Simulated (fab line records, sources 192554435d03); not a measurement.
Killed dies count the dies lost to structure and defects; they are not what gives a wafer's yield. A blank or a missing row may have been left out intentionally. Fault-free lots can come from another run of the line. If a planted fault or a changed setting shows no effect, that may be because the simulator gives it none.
Which tool is to blame? / flow n5 finfet / 24 lots, 72 wafers sampled, at 6 steps of a route of 1938

## WHAT THE GAUGES SHOWED, per wafer
N5_BEOL_M8_CD_MEAS_35: target cd 40 nm.
lot=L074; measured=day 10 09:17; on=cd sem-02; cd nm (nm)=40.0 40.0 39.9
lot=L075; measured=day 11 12:07; on=cd sem-03; cd nm (nm)=40.0 39.6 39.7
lot=L077; measured=day 11 23:10; on=cd sem-02; cd nm (nm)=40.6 40.5 41.1
lot=L076; measured=day 12 07:48; on=cd sem-01; cd nm (nm)=39.8 39.6 39.9
lot=L078; measured=day 12 17:02; on=cd sem-01; cd nm (nm)=39.8 39.6 40.0
lot=L079; measured=day 12 19:44; on=cd sem-03; cd nm (nm)=40.7 40.0 39.9
lot=L080; measured=day 13 07:46; on=cd sem-02; cd nm (nm)=39.6 38.4 39.6
lot=L081; measured=day 14 18:55; on=cd sem-01; cd nm (nm)=39.3 39.4 39.3
lot=L083; measured=day 15 16:46; on=cd sem-03; cd nm (nm)=40.3 41.0 40.9
lot=L084; measured=day 15 17:02; on=cd sem-01; cd nm (nm)=39.2 38.9 39.5
lot=L085; measured=day 16 01:00; on=cd sem-02; cd nm (nm)=39.9 40.1 40.4
lot=L086; measured=day 16 12:33; on=cd sem-02; cd nm (nm)=40.7 40.4 40.8
lot=L087; measured=day 16 22:00; on=cd sem-03; cd nm (nm)=40.5 41.0 41.1
lot=L090; measured=day 16 23:30; on=cd sem-02; cd nm (nm)=40.1 40.8 40.9
lot=L088; measured=day 17 10:58; on=cd sem-01; cd nm (nm)=39.3 40.2 40.0
lot=L095; measured=day 18 00:50; on=cd sem-02; cd nm (nm)=40.0 39.5 40.5
lot=L097; measured=day 18 00:55; on=cd sem-01; cd nm (nm)=39.9 39.9 40.0
lot=L091; measured=day 18 07:10; on=cd sem-01; cd nm (nm)=40.0 40.0 40.4
lot=L092; measured=day 18 16:36; on=cd sem-02; cd nm (nm)=39.6 40.4 40.8
lot=L089; measured=day 19 00:53; on=cd sem-03; cd nm (nm)=40.9 40.6 40.0
lot=L094; measured=day 19 01:10; on=cd sem-01; cd nm (nm)=39.7 40.2 40.2
lot=L093; measured=day 19 01:17; on=cd sem-01; cd nm (nm)=39.6 39.5 39.4
lot=L082; measured=day 19 08:13; on=cd sem-03; cd nm (nm)=40.2 40.3 40.2
lot=L096; measured=day 19 09:29; on=cd sem-03; cd nm (nm)=40.0 39.7 40.3

N5_BEOL_M9_THK_MEAS_01.
lot=L074; measured=day 10 12:20; on=film metro-02; M9_ILD_THK (nm)=265 266 268
lot=L075; measured=day 11 17:41; on=film metro-02; M9_ILD_THK (nm)=265 269 267
lot=L077; measured=day 12 03:22; on=film metro-02; M9_ILD_THK (nm)=269 268 269
lot=L076; measured=day 12 12:44; on=film metro-02; M9_ILD_THK (nm)=269 273 271
lot=L078; measured=day 12 19:55; on=film metro-02; M9_ILD_THK (nm)=269 267 266
lot=L079; measured=day 13 00:17; on=film metro-01; M9_ILD_THK (nm)=264 264 269
lot=L080; measured=day 13 10:38; on=film metro-01; M9_ILD_THK (nm)=267 265 268
lot=L081; measured=day 14 22:23; on=film metro-02; M9_ILD_THK (nm)=269 269 273
lot=L083; measured=day 15 19:39; on=film metro-02; M9_ILD_THK (nm)=266 269 273
lot=L084; measured=day 15 21:18; on=film metro-01; M9_ILD_THK (nm)=266 268 268
lot=L085; measured=day 16 05:39; on=film metro-01; M9_ILD_THK (nm)=263 266 271
lot=L086; measured=day 16 15:38; on=film metro-01; M9_ILD_THK (nm)=266 270 273
lot=L087; measured=day 17 02:41; on=film metro-02; M9_ILD_THK (nm)=267 271 272
lot=L090; measured=day 17 02:45; on=film metro-01; M9_ILD_THK (nm)=268 266 269
lot=L088; measured=day 17 14:58; on=film metro-01; M9_ILD_THK (nm)=267 268 263
lot=L095; measured=day 18 05:03; on=film metro-01; M9_ILD_THK (nm)=270 269 272
lot=L097; measured=day 18 05:04; on=film metro-02; M9_ILD_THK (nm)=266 270 273
lot=L091; measured=day 18 10:46; on=film metro-01; M9_ILD_THK (nm)=265 265 268
lot=L092; measured=day 18 19:21; on=film metro-02; M9_ILD_THK (nm)=266 267 269
lot=L089; measured=day 19 04:35; on=film metro-01; M9_ILD_THK (nm)=264 268 265
lot=L094; measured=day 19 04:42; on=film metro-02; M9_ILD_THK (nm)=265 265 269
lot=L093; measured=day 19 06:01; on=film metro-02; M9_ILD_THK (nm)=267 271 270
lot=L082; measured=day 19 11:45; on=film metro-02; M9_ILD_THK (nm)=265 267 273
lot=L096; measured=day 19 13:41; on=film metro-01; M9_ILD_THK (nm)=270 274 275

N5_BEOL_M9_CD_MEAS_18: pitch 140 nm, target cd 70 nm.
lot=L074; measured=day 10 13:49; on=cd sem-03; cd nm (nm)=70.6 70.7 70.1
lot=L075; measured=day 11 18:56; on=cd sem-03; cd nm (nm)=70.9 69.5 69.8
lot=L077; measured=day 12 04:31; on=cd sem-02; cd nm (nm)=69.6 69.8 69.7
lot=L076; measured=day 12 14:06; on=cd sem-01; cd nm (nm)=70.1 70.2 70.1
lot=L078; measured=day 12 22:44; on=cd sem-02; cd nm (nm)=70.4 70.4 70.1
lot=L079; measured=day 13 01:26; on=cd sem-02; cd nm (nm)=69.8 69.0 70.1
lot=L080; measured=day 13 12:34; on=cd sem-01; cd nm (nm)=70.0 70.5 69.8
lot=L081; measured=day 14 23:59; on=cd sem-03; cd nm (nm)=70.2 70.0 69.9
lot=L083; measured=day 15 22:07; on=cd sem-01; cd nm (nm)=70.5 70.2 70.1
lot=L084; measured=day 15 23:05; on=cd sem-01; cd nm (nm)=70.6 71.0 70.4
lot=L085; measured=day 16 08:43; on=cd sem-03; cd nm (nm)=70.2 70.3 70.7
lot=L086; measured=day 16 17:33; on=cd sem-03; cd nm (nm)=70.2 69.2 69.7
lot=L087; measured=day 17 04:23; on=cd sem-03; cd nm (nm)=69.4 69.6 69.5
lot=L090; measured=day 17 04:28; on=cd sem-03; cd nm (nm)=70.0 70.2 70.0
lot=L088; measured=day 17 16:08; on=cd sem-01; cd nm (nm)=69.8 70.1 70.5
lot=L095; measured=day 18 08:10; on=cd sem-03; cd nm (nm)=70.1 70.3 70.0
lot=L097; measured=day 18 08:28; on=cd sem-01; cd nm (nm)=70.1 70.8 70.7
lot=L091; measured=day 18 12:21; on=cd sem-01; cd nm (nm)=69.7 70.1 69.3
lot=L092; measured=day 18 21:14; on=cd sem-03; cd nm (nm)=69.8 69.5 69.9
lot=L089; measured=day 19 06:29; on=cd sem-01; cd nm (nm)=69.7 70.5 69.9
lot=L094; measured=day 19 06:41; on=cd sem-02; cd nm (nm)=69.7 69.5 69.7
lot=L093; measured=day 19 09:25; on=cd sem-02; cd nm (nm)=70.8 70.7 70.4
lot=L082; measured=day 19 14:45; on=cd sem-03; cd nm (nm)=69.9 70.1 70.4
lot=L096; measured=day 19 15:16; on=cd sem-01; cd nm (nm)=69.5 70.3 69.9

## TOOL THAT RAN EACH LOT (tool first, then ch and the chambers of the sampled wafers, then the start)
lot=L074; N5_BEOL_M8_ETCH_72=rie diel-02 ch 0,1,2, day 10 08:44; N5_BEOL_M8_STRIP_80=rie diel-02 ch 0,1,2, day 10 09:17 or earlier; N5_BEOL_M9_PECVD_70=pecvd-01 ch 0,2, day 10 12:22
lot=L075; N5_BEOL_M8_ETCH_72=rie diel-02 ch 1,3, day 11 11:34; N5_BEOL_M8_STRIP_80=rie diel-02 ch 1,3, day 11 12:07 or earlier; N5_BEOL_M9_PECVD_70=pecvd-03 ch 0,1,2, day 11 17:43
lot=L077; N5_BEOL_M8_ETCH_72=rie diel-02 ch 1,3, day 11 22:37; N5_BEOL_M8_STRIP_80=rie diel-02 ch 1,3, day 11 23:10 or earlier; N5_BEOL_M9_PECVD_70=pecvd-02 ch 0,2, day 12 03:24
lot=L076; N5_BEOL_M8_ETCH_72=rie diel-04 ch 0,1,2, day 12 07:15; N5_BEOL_M8_STRIP_80=rie diel-04 ch 0,1,2, day 12 07:48 or earlier; N5_BEOL_M9_PECVD_70=pecvd-02 ch 1,2, day 12 12:47
lot=L078; N5_BEOL_M8_ETCH_72=rie diel-04 ch 2,3, day 12 16:28; N5_BEOL_M8_STRIP_80=rie diel-04 ch 2,3, day 12 17:02 or earlier; N5_BEOL_M9_PECVD_70=pecvd-01 ch 0,1,2, day 12 19:58
lot=L079; N5_BEOL_M8_ETCH_72=rie diel-02 ch 1,2,3, day 12 19:11; N5_BEOL_M8_STRIP_80=rie diel-02 ch 1,2,3, day 12 19:44 or earlier; N5_BEOL_M9_PECVD_70=pecvd-03 ch 0,1,2, day 13 00:19
lot=L080; N5_BEOL_M8_ETCH_72=rie diel-02 ch 0,2, day 13 07:13; N5_BEOL_M8_STRIP_80=rie diel-02 ch 0,2, day 13 07:46 or earlier; N5_BEOL_M9_PECVD_70=pecvd-03 ch 1,2, day 13 10:40
lot=L081; N5_BEOL_M8_ETCH_72=rie diel-05 ch 0,1,2, day 14 18:21; N5_BEOL_M8_STRIP_80=rie diel-05 ch 0,1,2, day 14 18:55 or earlier; N5_BEOL_M9_PECVD_70=pecvd-03 ch 0,2, day 14 22:26
lot=L083; N5_BEOL_M8_ETCH_72=rie diel-04 ch 1,2,3, day 15 16:13; N5_BEOL_M8_STRIP_80=rie diel-04 ch 1,2,3, day 15 16:46 or earlier; N5_BEOL_M9_PECVD_70=pecvd-03 ch 0,1,2, day 15 19:41
lot=L084; N5_BEOL_M8_ETCH_72=rie diel-02 ch 0,1,3, day 15 16:29; N5_BEOL_M8_STRIP_80=rie diel-02 ch 0,1,3, day 15 17:02 or earlier; N5_BEOL_M9_PECVD_70=pecvd-02 ch 0,1, day 15 21:21
lot=L085; N5_BEOL_M8_ETCH_72=rie diel-04 ch 0,2,3, day 16 00:27; N5_BEOL_M8_STRIP_80=rie diel-04 ch 0,2,3, day 16 01:00 or earlier; N5_BEOL_M9_PECVD_70=pecvd-02 ch 0,1, day 16 05:41
lot=L086; N5_BEOL_M8_ETCH_72=rie diel-05 ch 1,2,3, day 16 12:00; N5_BEOL_M8_STRIP_80=rie diel-05 ch 1,2,3, day 16 12:33 or earlier; N5_BEOL_M9_PECVD_70=pecvd-02 ch 0,1,2, day 16 15:40
lot=L087; N5_BEOL_M8_ETCH_72=rie diel-02 ch 2,3, day 16 21:27; N5_BEOL_M8_STRIP_80=rie diel-02 ch 2,3, day 16 22:00 or earlier; N5_BEOL_M9_PECVD_70=pecvd-01 ch 0,2, day 17 02:43
lot=L090; N5_BEOL_M8_ETCH_72=rie diel-05 ch 1,3, day 16 22:56; N5_BEOL_M8_STRIP_80=rie diel-05 ch 1,3, day 16 23:30 or earlier; N5_BEOL_M9_PECVD_70=pecvd-02 ch 0,2, day 17 02:47
lot=L088; N5_BEOL_M8_ETCH_72=rie diel-05 ch 1,3, day 17 10:24; N5_BEOL_M8_STRIP_80=rie diel-05 ch 1,3, day 17 10:58 or earlier; N5_BEOL_M9_PECVD_70=pecvd-02 ch 1,2, day 17 14:59
lot=L095; N5_BEOL_M8_ETCH_72=rie diel-04 ch 1,2,3, day 18 00:17; N5_BEOL_M8_STRIP_80=rie diel-04 ch 1,2,3, day 18 00:50 or earlier; N5_BEOL_M9_PECVD_70=pecvd-01 ch 0,1,2, day 18 05:06
lot=L097; N5_BEOL_M8_ETCH_72=rie diel-05 ch 0,2, day 18 00:22; N5_BEOL_M8_STRIP_80=rie diel-05 ch 0,2, day 18 00:55 or earlier; N5_BEOL_M9_PECVD_70=pecvd-02 ch 1,2, day 18 05:07
lot=L091; N5_BEOL_M8_ETCH_72=rie diel-05 ch 0,1,2, day 18 06:37; N5_BEOL_M8_STRIP_80=rie diel-05 ch 0,1,2, day 18 07:10 or earlier; N5_BEOL_M9_PECVD_70=pecvd-02 ch 0,1,2, day 18 10:49
lot=L092; N5_BEOL_M8_ETCH_72=rie diel-05 ch 0,2, day 18 16:02; N5_BEOL_M8_STRIP_80=rie diel-05 ch 0,2, day 18 16:36 or earlier; N5_BEOL_M9_PECVD_70=pecvd-02 ch 1,2, day 18 19:23
lot=L089; N5_BEOL_M8_ETCH_72=rie diel-02 ch 1,2,3, day 19 00:19; N5_BEOL_M8_STRIP_80=rie diel-02 ch 1,2,3, day 19 00:53 or earlier; N5_BEOL_M9_PECVD_70=pecvd-03 ch 0,1,2, day 19 04:38
lot=L094; N5_BEOL_M8_ETCH_72=rie diel-04 ch 0,3, day 19 00:37; N5_BEOL_M8_STRIP_80=rie diel-04 ch 0,3, day 19 01:10 or earlier; N5_BEOL_M9_PECVD_70=pecvd-02 ch 1,2, day 19 04:44
lot=L093; N5_BEOL_M8_ETCH_72=rie diel-02 ch 0,1,2, day 19 00:43; N5_BEOL_M8_STRIP_80=rie diel-02 ch 0,1,2, day 19 01:17 or earlier; N5_BEOL_M9_PECVD_70=pecvd-03 ch 0,1,2, day 19 06:04
lot=L082; N5_BEOL_M8_ETCH_72=rie diel-02 ch 0,3, day 19 07:40; N5_BEOL_M8_STRIP_80=rie diel-02 ch 0,3, day 19 08:13 or earlier; N5_BEOL_M9_PECVD_70=pecvd-02 ch 1,2, day 19 11:47
lot=L096; N5_BEOL_M8_ETCH_72=rie diel-02 ch 0,2,3, day 19 08:56; N5_BEOL_M8_STRIP_80=rie diel-02 ch 0,2,3, day 19 09:29 or earlier; N5_BEOL_M9_PECVD_70=pecvd-01 ch 0,1,2, day 19 13:43
- N5_BEOL_M8_ETCH_72: etches underlayer in N2/H2, target depth 6.5 nm, time 5.2 s.
- N5_BEOL_M8_STRIP_80: strips in N2/H2, time 10 s.
- N5_BEOL_M9_PECVD_70: deposits SiO2 from TEOS/O2, target thk 20 nm, time 22.7 s.

## AS READ BY THE TOOLS THEMSELVES (means over the sampled wafers that have a number; for cases with no such wafer, the mark the record gives instead)
N5_BEOL_M8_ETCH_72.
lot=L074; tool=rie diel-02; drypump motor current A (A)=5.7; etch rf on time s (s)=5.21; oes product au (a.u.)=0.63; rf vpp V (V)=523.9; showerhead plenum p Torr (Torr)=2.58; throttle valve pct (%)=17.91
lot=L075; tool=rie diel-02; drypump motor current A (A)=5.7; etch rf on time s (s)=5.29; oes product au (a.u.)=0.62; rf vpp V (V)=522.8; showerhead plenum p Torr (Torr)=2.50; throttle valve pct (%)=18.00
lot=L077; tool=rie diel-02; drypump motor current A (A)=5.7; etch rf on time s (s)=5.24; oes product au (a.u.)=0.63; rf vpp V (V)=525.3; showerhead plenum p Torr (Torr)=2.56; throttle valve pct (%)=17.95
lot=L076; tool=rie diel-04; drypump motor current A (A)=5.6; etch rf on time s (s)=5.20; oes product au (a.u.)=0.69; rf vpp V (V)=523.6; showerhead plenum p Torr (Torr)=2.56; throttle valve pct (%)=17.89
lot=L078; tool=rie diel-04; drypump motor current A (A)=5.1; etch rf on time s (s)=5.28; oes product au (a.u.)=0.65; rf vpp V (V)=523.5; showerhead plenum p Torr (Torr)=2.52; throttle valve pct (%)=17.89
lot=L079; tool=rie diel-02; drypump motor current A (A)=5.7; etch rf on time s (s)=5.25; oes product au (a.u.)=0.63; rf vpp V (V)=525.9; showerhead plenum p Torr (Torr)=2.57; throttle valve pct (%)=18.03
lot=L080; tool=rie diel-02; drypump motor current A (A)=5.6; etch rf on time s (s)=5.17; oes product au (a.u.)=0.62; rf vpp V (V)=524.2; showerhead plenum p Torr (Torr)=2.58; throttle valve pct (%)=18.03
lot=L081; tool=rie diel-05; drypump motor current A (A)=5.8; etch rf on time s (s)=5.14; oes product au (a.u.)=0.75; rf vpp V (V)=525.1; showerhead plenum p Torr (Torr)=2.63; throttle valve pct (%)=17.85
lot=L083; tool=rie diel-04; drypump motor current A (A)=5.3; etch rf on time s (s)=5.16; oes product au (a.u.)=0.76; rf vpp V (V)=522.4; showerhead plenum p Torr (Torr)=2.51; throttle valve pct (%)=17.79
lot=L084; tool=rie diel-02; drypump motor current A (A)=5.6; etch rf on time s (s)=5.26; oes product au (a.u.)=0.60; rf vpp V (V)=522.0; showerhead plenum p Torr (Torr)=2.48; throttle valve pct (%)=17.97
lot=L085; tool=rie diel-04; drypump motor current A (A)=5.5; etch rf on time s (s)=5.08; oes product au (a.u.)=0.77; rf vpp V (V)=526.5; showerhead plenum p Torr (Torr)=2.59; throttle valve pct (%)=17.71
lot=L086; tool=rie diel-05; drypump motor current A (A)=5.9; etch rf on time s (s)=5.19; oes product au (a.u.)=0.70; rf vpp V (V)=526.2; showerhead plenum p Torr (Torr)=2.63; throttle valve pct (%)=17.89
lot=L087; tool=rie diel-02; drypump motor current A (A)=5.6; etch rf on time s (s)=5.33; oes product au (a.u.)=0.62; rf vpp V (V)=522.9; showerhead plenum p Torr (Torr)=2.49; throttle valve pct (%)=18.14
lot=L090; tool=rie diel-05; drypump motor current A (A)=5.8; etch rf on time s (s)=5.20; oes product au (a.u.)=0.68; rf vpp V (V)=526.5; showerhead plenum p Torr (Torr)=2.67; throttle valve pct (%)=17.92
lot=L088; tool=rie diel-05; drypump motor current A (A)=6.2; etch rf on time s (s)=5.21; oes product au (a.u.)=0.62; rf vpp V (V)=526.8; showerhead plenum p Torr (Torr)=2.63; throttle valve pct (%)=17.99
lot=L095; tool=rie diel-04; drypump motor current A (A)=5.3; etch rf on time s (s)=5.18; oes product au (a.u.)=0.73; rf vpp V (V)=523.2; showerhead plenum p Torr (Torr)=2.50; throttle valve pct (%)=17.83
lot=L097; tool=rie diel-05; drypump motor current A (A)=6.0; etch rf on time s (s)=5.19; oes product au (a.u.)=0.73; rf vpp V (V)=524.2; showerhead plenum p Torr (Torr)=2.59; throttle valve pct (%)=17.88
lot=L091; tool=rie diel-05; drypump motor current A (A)=5.8; etch rf on time s (s)=5.16; oes product au (a.u.)=0.73; rf vpp V (V)=526.1; showerhead plenum p Torr (Torr)=2.62; throttle valve pct (%)=17.89
lot=L092; tool=rie diel-05; drypump motor current A (A)=6.1; etch rf on time s (s)=5.17; oes product au (a.u.)=0.72; rf vpp V (V)=525.8; showerhead plenum p Torr (Torr)=2.58; throttle valve pct (%)=17.94
lot=L089; tool=rie diel-02; drypump motor current A (A)=5.7; etch rf on time s (s)=5.27; oes product au (a.u.)=0.59; rf vpp V (V)=524.2; showerhead plenum p Torr (Torr)=2.55; throttle valve pct (%)=18.11
lot=L094; tool=rie diel-04; drypump motor current A (A)=5.4; etch rf on time s (s)=5.14; oes product au (a.u.)=0.73; rf vpp V (V)=526.6; showerhead plenum p Torr (Torr)=2.61; throttle valve pct (%)=17.86
lot=L093; tool=rie diel-02; drypump motor current A (A)=5.7; etch rf on time s (s)=5.15; oes product au (a.u.)=0.67; rf vpp V (V)=527.1; showerhead plenum p Torr (Torr)=2.65; throttle valve pct (%)=17.88
lot=L082; tool=rie diel-02; drypump motor current A (A)=5.6; etch rf on time s (s)=5.28; oes product au (a.u.)=0.66; rf vpp V (V)=523.7; showerhead plenum p Torr (Torr)=2.50; throttle valve pct (%)=17.95
lot=L096; tool=rie diel-02; drypump motor current A (A)=5.6; etch rf on time s (s)=5.20; oes product au (a.u.)=0.67; rf vpp V (V)=525.0; showerhead plenum p Torr (Torr)=2.59; throttle valve pct (%)=17.96

N5_BEOL_M8_STRIP_80.
lot=L074; tool=rie diel-02; drypump motor current A (A)=5.7; oes product au (a.u.)=0.74; rf vpp V (V)=58.5; showerhead plenum p Torr (Torr)=2.57; throttle valve pct (%)=23.70
lot=L075; tool=rie diel-02; drypump motor current A (A)=5.7; oes product au (a.u.)=0.74; rf vpp V (V)=59.0; showerhead plenum p Torr (Torr)=2.50; throttle valve pct (%)=23.78
lot=L077; tool=rie diel-02; drypump motor current A (A)=5.7; oes product au (a.u.)=0.73; rf vpp V (V)=58.8; showerhead plenum p Torr (Torr)=2.56; throttle valve pct (%)=23.71
lot=L076; tool=rie diel-04; drypump motor current A (A)=5.6; oes product au (a.u.)=0.81; rf vpp V (V)=59.6; showerhead plenum p Torr (Torr)=2.56; throttle valve pct (%)=23.68
lot=L078; tool=rie diel-04; drypump motor current A (A)=5.1; oes product au (a.u.)=0.77; rf vpp V (V)=59.5; showerhead plenum p Torr (Torr)=2.52; throttle valve pct (%)=23.63
lot=L079; tool=rie diel-02; drypump motor current A (A)=5.7; oes product au (a.u.)=0.74; rf vpp V (V)=59.8; showerhead plenum p Torr (Torr)=2.57; throttle valve pct (%)=23.84
lot=L080; tool=rie diel-02; drypump motor current A (A)=5.7; oes product au (a.u.)=0.74; rf vpp V (V)=59.3; showerhead plenum p Torr (Torr)=2.57; throttle valve pct (%)=23.85
lot=L081; tool=rie diel-05; drypump motor current A (A)=5.8; oes product au (a.u.)=0.88; rf vpp V (V)=60.3; showerhead plenum p Torr (Torr)=2.63; throttle valve pct (%)=23.73
lot=L083; tool=rie diel-04; drypump motor current A (A)=5.3; oes product au (a.u.)=0.89; rf vpp V (V)=59.9; showerhead plenum p Torr (Torr)=2.51; throttle valve pct (%)=23.62
lot=L084; tool=rie diel-02; drypump motor current A (A)=5.6; oes product au (a.u.)=0.70; rf vpp V (V)=57.9; showerhead plenum p Torr (Torr)=2.47; throttle valve pct (%)=23.70
lot=L085; tool=rie diel-04; drypump motor current A (A)=5.5; oes product au (a.u.)=0.89; rf vpp V (V)=58.6; showerhead plenum p Torr (Torr)=2.58; throttle valve pct (%)=23.52
lot=L086; tool=rie diel-05; drypump motor current A (A)=5.9; oes product au (a.u.)=0.81; rf vpp V (V)=60.1; showerhead plenum p Torr (Torr)=2.63; throttle valve pct (%)=23.68
lot=L087; tool=rie diel-02; drypump motor current A (A)=5.6; oes product au (a.u.)=0.73; rf vpp V (V)=59.2; showerhead plenum p Torr (Torr)=2.49; throttle valve pct (%)=23.95
lot=L090; tool=rie diel-05; drypump motor current A (A)=5.8; oes product au (a.u.)=0.79; rf vpp V (V)=60.1; showerhead plenum p Torr (Torr)=2.67; throttle valve pct (%)=23.76
lot=L088; tool=rie diel-05; drypump motor current A (A)=6.2; oes product au (a.u.)=0.72; rf vpp V (V)=59.4; showerhead plenum p Torr (Torr)=2.63; throttle valve pct (%)=23.75
lot=L095; tool=rie diel-04; drypump motor current A (A)=5.3; oes product au (a.u.)=0.85; rf vpp V (V)=58.7; showerhead plenum p Torr (Torr)=2.50; throttle valve pct (%)=23.64
lot=L097; tool=rie diel-05; drypump motor current A (A)=5.9; oes product au (a.u.)=0.86; rf vpp V (V)=60.1; showerhead plenum p Torr (Torr)=2.58; throttle valve pct (%)=23.67
lot=L091; tool=rie diel-05; drypump motor current A (A)=5.8; oes product au (a.u.)=0.85; rf vpp V (V)=59.8; showerhead plenum p Torr (Torr)=2.62; throttle valve pct (%)=23.75
lot=L092; tool=rie diel-05; drypump motor current A (A)=6.1; oes product au (a.u.)=0.83; rf vpp V (V)=59.9; showerhead plenum p Torr (Torr)=2.58; throttle valve pct (%)=23.80
lot=L089; tool=rie diel-02; drypump motor current A (A)=5.7; oes product au (a.u.)=0.71; rf vpp V (V)=59.3; showerhead plenum p Torr (Torr)=2.55; throttle valve pct (%)=23.90
lot=L094; tool=rie diel-04; drypump motor current A (A)=5.4; oes product au (a.u.)=0.86; rf vpp V (V)=59.7; showerhead plenum p Torr (Torr)=2.61; throttle valve pct (%)=23.77
lot=L093; tool=rie diel-02; drypump motor current A (A)=5.7; oes product au (a.u.)=0.79; rf vpp V (V)=59.2; showerhead plenum p Torr (Torr)=2.65; throttle valve pct (%)=23.67
lot=L082; tool=rie diel-02; drypump motor current A (A)=5.6; oes product au (a.u.)=0.78; rf vpp V (V)=59.2; showerhead plenum p Torr (Torr)=2.50; throttle valve pct (%)=23.70
lot=L096; tool=rie diel-02; drypump motor current A (A)=5.6; oes product au (a.u.)=0.79; rf vpp V (V)=59.2; showerhead plenum p Torr (Torr)=2.58; throttle valve pct (%)=23.76

N5_BEOL_M9_PECVD_70.
lot=L074; tool=pecvd-01; chamber pressure Torr (Torr)=5.509; heater power w (W)=698; showerhead plenum p Torr (Torr)=8.78; throttle valve pct (%)=23.1
lot=L075; tool=pecvd-03; chamber pressure Torr (Torr)=5.497; heater power w (W)=707; showerhead plenum p Torr (Torr)=8.73; throttle valve pct (%)=22.2
lot=L077; tool=pecvd-02; chamber pressure Torr (Torr)=5.487; heater power w (W)=734; showerhead plenum p Torr (Torr)=8.77; throttle valve pct (%)=22.6
lot=L076; tool=pecvd-02; chamber pressure Torr (Torr)=5.493; heater power w (W)=636; showerhead plenum p Torr (Torr)=8.77; throttle valve pct (%)=21.9
lot=L078; tool=pecvd-01; chamber pressure Torr (Torr)=5.492; heater power w (W)=726; showerhead plenum p Torr (Torr)=8.81; throttle valve pct (%)=22.4
lot=L079; tool=pecvd-03; chamber pressure Torr (Torr)=5.495; heater power w (W)=689; showerhead plenum p Torr (Torr)=8.73; throttle valve pct (%)=22.4
lot=L080; tool=pecvd-03; chamber pressure Torr (Torr)=5.500; heater power w (W)=687; showerhead plenum p Torr (Torr)=8.69; throttle valve pct (%)=22.2
lot=L081; tool=pecvd-03; chamber pressure Torr (Torr)=5.501; heater power w (W)=711; showerhead plenum p Torr (Torr)=8.75; throttle valve pct (%)=21.5
lot=L083; tool=pecvd-03; chamber pressure Torr (Torr)=5.491; heater power w (W)=653; showerhead plenum p Torr (Torr)=8.73; throttle valve pct (%)=22.3
lot=L084; tool=pecvd-02; chamber pressure Torr (Torr)=5.507; heater power w (W)=750; showerhead plenum p Torr (Torr)=8.78; throttle valve pct (%)=22.5
lot=L085; tool=pecvd-02; chamber pressure Torr (Torr)=5.491; heater power w (W)=763; showerhead plenum p Torr (Torr)=8.79; throttle valve pct (%)=22.5
lot=L086; tool=pecvd-02; chamber pressure Torr (Torr)=5.497; heater power w (W)=668; showerhead plenum p Torr (Torr)=8.76; throttle valve pct (%)=22.4
lot=L087; tool=pecvd-01; chamber pressure Torr (Torr)=5.502; heater power w (W)=738; showerhead plenum p Torr (Torr)=8.76; throttle valve pct (%)=23.3
lot=L090; tool=pecvd-02; chamber pressure Torr (Torr)=5.504; heater power w (W)=751; showerhead plenum p Torr (Torr)=8.75; throttle valve pct (%)=22.6
lot=L088; tool=pecvd-02; chamber pressure Torr (Torr)=5.507; heater power w (W)=662; showerhead plenum p Torr (Torr)=8.73; throttle valve pct (%)=22.1
lot=L095; tool=pecvd-01; chamber pressure Torr (Torr)=5.496; heater power w (W)=729; showerhead plenum p Torr (Torr)=8.80; throttle valve pct (%)=22.5
lot=L097; tool=pecvd-02; chamber pressure Torr (Torr)=5.505; heater power w (W)=654; showerhead plenum p Torr (Torr)=8.76; throttle valve pct (%)=22.0
lot=L091; tool=pecvd-02; chamber pressure Torr (Torr)=5.496; heater power w (W)=661; showerhead plenum p Torr (Torr)=8.76; throttle valve pct (%)=22.4
lot=L092; tool=pecvd-02; chamber pressure Torr (Torr)=5.494; heater power w (W)=622; showerhead plenum p Torr (Torr)=8.75; throttle valve pct (%)=21.9
lot=L089; tool=pecvd-03; chamber pressure Torr (Torr)=5.507; heater power w (W)=690; showerhead plenum p Torr (Torr)=8.74; throttle valve pct (%)=22.5
lot=L094; tool=pecvd-02; chamber pressure Torr (Torr)=5.485; heater power w (W)=621; showerhead plenum p Torr (Torr)=8.75; throttle valve pct (%)=22.3
lot=L093; tool=pecvd-03; chamber pressure Torr (Torr)=5.512; heater power w (W)=717; showerhead plenum p Torr (Torr)=8.73; throttle valve pct (%)=22.4
lot=L082; tool=pecvd-02; chamber pressure Torr (Torr)=5.492; heater power w (W)=616; showerhead plenum p Torr (Torr)=8.75; throttle valve pct (%)=22.0
lot=L096; tool=pecvd-01; chamber pressure Torr (Torr)=5.496; heater power w (W)=701; showerhead plenum p Torr (Torr)=8.79; throttle valve pct (%)=22.7

## THE ANSWER, worked out from the rows above alone
Rule: what is usual is taken from the lots themselves. The widest of any qualifying gaps counts: lots, ordered by their means at a reading, are off when they make up no more than a third of the lots, leave a main group of 4 or more, and stand apart from it by 3 or more times the standard deviation of that group's means. Not used: any main group whose means are identical at the precision the tables above print for the reading. A lot without any number at a reading at which 4 lots or more have one is off too. Where the step has rows for the other lots, those lots are counted as sound. The gauges are gone through in route order, then the tools' own readings, and for those a lot's mean is taken as printed above. At the first step where some lot is off, the reading lying furthest off is the one used; lots without a number count as furthest.
No lot is off on any of the readings shown, so nothing can be concluded from this.

## WHAT HAD BEEN PUT IN BY THE SIMULATOR
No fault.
